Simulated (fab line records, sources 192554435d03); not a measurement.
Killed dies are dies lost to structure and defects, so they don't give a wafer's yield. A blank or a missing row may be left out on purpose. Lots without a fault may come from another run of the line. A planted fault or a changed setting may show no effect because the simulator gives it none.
A struck lot beside a sound one | flow n5_finfet | 14 steps out of a route of 1938
Sound: wafers L575.3, L575.4, L575.6. Struck: wafers L577.2, L577.3, L577.6. The cause comes at the end.
At each step with rows: each side's tool, then ch and its chambers, then its first start. Under that, the readings that differ: sound wafers | struck wafers | difference of the means | sigmas: that difference in standard deviations of wafers without a fault.
alike: readings whose means differ by less than 2 such deviations, and words and numbers that are the same on both sides. not compared: withheld readings, readings that some wafer has no value for, bounds like >300 that may hide the same value, and numbers for which the record gives no deviation and whose values overlap.
The two part at a step that has a row with sigmas, a row that says differs or no value, or rows on one side only. Numbers that don't overlap but have no deviation are shown without sigmas and don't part them. A reading that every wafer of one side lacks parts them only if that side has two wafers or more.

first, 2 steps without rows for these wafers: N5_DUMMY_GATE_PRECLEAN_46 (cleans in DIW, time 89.5 s); N5_DUMMY_GATE_SRD_47 (dry time 32 s).
N5_DUMMY_GATE_CMP_04: polishes a-Si.
  sound on cmp-04 ch 2,3, day 4 00:18; struck on cmp-01 ch 0,1,3, day 4 10:25
  reading                | sound  | struck   | difference | sigmas
  time_to_endpoint_s (s) | 7 12 9 | 22 17 10 | +7         | +2
  alike: motor_current_A
N5_DUMMY_GATE_THK_MEAS_05:
  sound on film_metro-01, day 4 00:32; struck on film_metro-01, day 4 10:38
  alike: thk_nm
then, 8 steps without rows for these wafers: N5_DUMMY_GATE_HM_DEP_06 (deposits SiNx from DCS/NH3, target thk 80 nm, time 5141 s); N5_DUMMY_GATE_PECVD_30 (deposits SiO2 from TEOS/O2, target thk 55 nm, time 10.8 s); N5_DUMMY_GATE_COAT_34 (time 60 s, resist thk 60 nm); N5_DUMMY_GATE_COAT_35 (time 60 s, resist thk 10 nm); N5_DUMMY_GATE_COAT_28 (time 60 s, resist thk 10 nm); N5_DUMMY_GATE_COAT_09 (resist thk 30 nm); N5_DUMMY_GATE_EBR_11; N5_DUMMY_GATE_SOFTBAKE_10 (time 60 s).
N5_DUMMY_GATE_EXPOSE_12: exposes mask GATE, target cd 25 nm.
  sound on euv_scanner-01 ch 0, day 4 04:43; struck on euv_scanner-02, day 4 14:48
  no value came back on the struck wafers for exposure_dose_mJ_cm2, focus_offset_nm (nm); on the sound wafers exposure_dose_mJ_cm2 reads 34.13 34.12 34.11
  alike: mask
then, 1 step without rows for these wafers: N5_DUMMY_GATE_PEB_13 (peb time 60 s).

WHERE THEY PART
First at N5_DUMMY_GATE_CMP_04; last, within this record, at N5_DUMMY_GATE_EXPOSE_12.

WHY: what the simulator had put in
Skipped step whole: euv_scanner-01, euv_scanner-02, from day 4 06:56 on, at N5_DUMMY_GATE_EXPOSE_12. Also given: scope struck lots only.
